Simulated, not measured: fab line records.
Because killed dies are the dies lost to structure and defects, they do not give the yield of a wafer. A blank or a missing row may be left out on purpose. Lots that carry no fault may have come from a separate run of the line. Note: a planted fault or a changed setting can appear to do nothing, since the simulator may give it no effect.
Split-lot study | flow n5_finfet | 21 wafers read across 7 lots, on a route 1938 steps long

## ABOUT THE SPLIT
At N5_BEOL_M10_COAT_05 (resist thk 90 nm), the setting spin_rpm was moved away from the recipe's 1500 rpm on 6 of the 21 wafers read, by +3.7% to +8.1%. For the rest of the wafers, this setting stayed at what the recipe calls for.

## FROM THE SPLIT TO THE READING: what the file shows between them, 3 steps
- N5_BEOL_M10_EBR_07
- N5_BEOL_M10_SOFTBAKE_06: time 60 s
- N5_BEOL_M10_DESCUM_16: chemistry O2, time 7.9 s

## THE READING
CAR-ArF_of_BEOL_M10_COAT_05.thk_nm (the simulator's own value, which no gauge read), in nm, at N5_BEOL_M10_ETCH_61 (etches SiARC in CF4, target depth 39 nm, time 65 s). No usual value for it is given in the file. The 15 wafers here that ran the recipe average 55.4 nm, standard deviation 0.19 nm.

wafer  | tool, chamber at the split | spin_rpm as run, rpm | against the recipe | CAR-ArF_of_BEOL_M10_COAT_05.thk_nm, nm | against lot-mates on the recipe
L076.1 | litho_track-05, 0          | 1621                 | +8.1%              | 52.2                                   | -3.2
L076.6 | litho_track-05, 0          | 1621                 | +8.1%              | 52.2                                   | -3.2
L076.4 | litho_track-05, 0          | 1500                 | recipe             | 55.4                                   | -
L079.2 | litho_track-01, 0          | 1500                 | recipe             | 55.2                                   | -
L079.3 | litho_track-01, 0          | 1500                 | recipe             | 55.2                                   | -
L079.6 | litho_track-01, 0          | 1500                 | recipe             | 55.4                                   | -
L081.3 | litho_track-05, 0          | 1568                 | +4.5%              | 53.8                                   | -1.8
L081.4 | litho_track-05, 0          | 1500                 | recipe             | 55.6                                   | -
L081.5 | litho_track-05, 0          | 1500                 | recipe             | 55.6                                   | -
L083.1 | litho_track-02, 0          | 1500                 | recipe             | 55.6                                   | -
L083.3 | litho_track-02, 0          | 1500                 | recipe             | 55.4                                   | -
L083.6 | litho_track-02, 0          | 1500                 | recipe             | 55.2                                   | -
L086.1 | litho_track-02, 0          | 1500                 | recipe             | 55.6                                   | -
L086.2 | litho_track-02, 0          | 1556                 | +3.7%              | 54                                     | -1.6
L086.3 | litho_track-02, 0          | 1556                 | +3.7%              | 54.2                                   | -1.4
L088.4 | litho_track-02, 0          | 1500                 | recipe             | 55.2                                   | -
L088.5 | litho_track-02, 0          | 1500                 | recipe             | 55.4                                   | -
L088.6 | litho_track-02, 0          | 1500                 | recipe             | 55                                     | -
L089.1 | litho_track-02, 0          | 1500                 | recipe             | 55.6                                   | -
L089.2 | litho_track-02, 0          | 1500                 | recipe             | 55.2                                   | -
L089.6 | litho_track-02, 0          | 1566                 | +4.4%              | 53.6                                   | -1.8

THE FIT
A straight line over all 21 wafers: CAR-ArF_of_BEOL_M10_COAT_05.thk_nm changes by -0.384 nm for each +1% of spin_rpm; r = -0.99; the points scatter about the line by 0.19 nm.
The same after taking each lot's own level away (the mean of its wafers on the recipe; 21 wafers): -0.398 nm for each +1%; r = -0.99; scatter 0.12 nm.
That fit puts the effect of the largest move of spin_rpm on the reading at 3.2 nm.
The lots' own levels span 55.20 to 55.60 nm, that is 2.1 times the standard deviation above.
The two slopes are in agreement: the lot-to-lot level therefore moves the slope only a little.
Check: with one of the wafers moved furthest among these (+8.1%) left out of the fit, the line predicts -3.22 nm for it against its lot-mates. It came out at -3.2 nm against them.

## THE OTHER SPLITS THESE WAFERS WENT THROUGH
Before the reading, these wafers also passed through other splits. Each is held against what the fit with the lots' levels taken away leaves over:
other split on the same wafers | wafers away from the commonest value | r with CAR-ArF_of_BEOL_M10_COAT_05.thk_nm (lot level and that fit taken away)
N5_BEOL_M6_ALD_77 ald_cycles   | 10                                   | -0.12
N5_BEOL_M7_DEP_56 time_s       | 6                                    | +0.26
N5_BEOL_M9_ILD_DEP_00 time_s   | 5                                    | -0.16
N5_BEOL_M9_COAT_05 spin_rpm    | 9                                    | -0.07
N5_BEOL_M9_ALD_74 ald_cycles   | 7                                    | -0.17

## THE WHOLE CHAIN: every reading that the file lists as answering this split, in the file's order
step                | what it does                                       | reading                                                                             | change (the file's fit)               | r (the file's)
N5_BEOL_M10_COAT_05 | resist thk 90 nm                                   | CAR-ArF_of_BEOL_M10_COAT_05.thk_nm (the simulator's own value, which no gauge read) | -0.407 nm for each +1% of the setting | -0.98
N5_BEOL_M10_ETCH_61 | etches SiARC in CF4, target depth 39 nm, time 65 s | CAR-ArF_of_BEOL_M10_COAT_05.thk_nm (the simulator's own value, which no gauge read) | -0.399 nm for each +1% of the setting | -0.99

## THE FILE'S OWN FIT
CAR-ArF_of_BEOL_M10_COAT_05.thk_nm changes by -0.399 nm for each +1% of spin_rpm, r = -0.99.
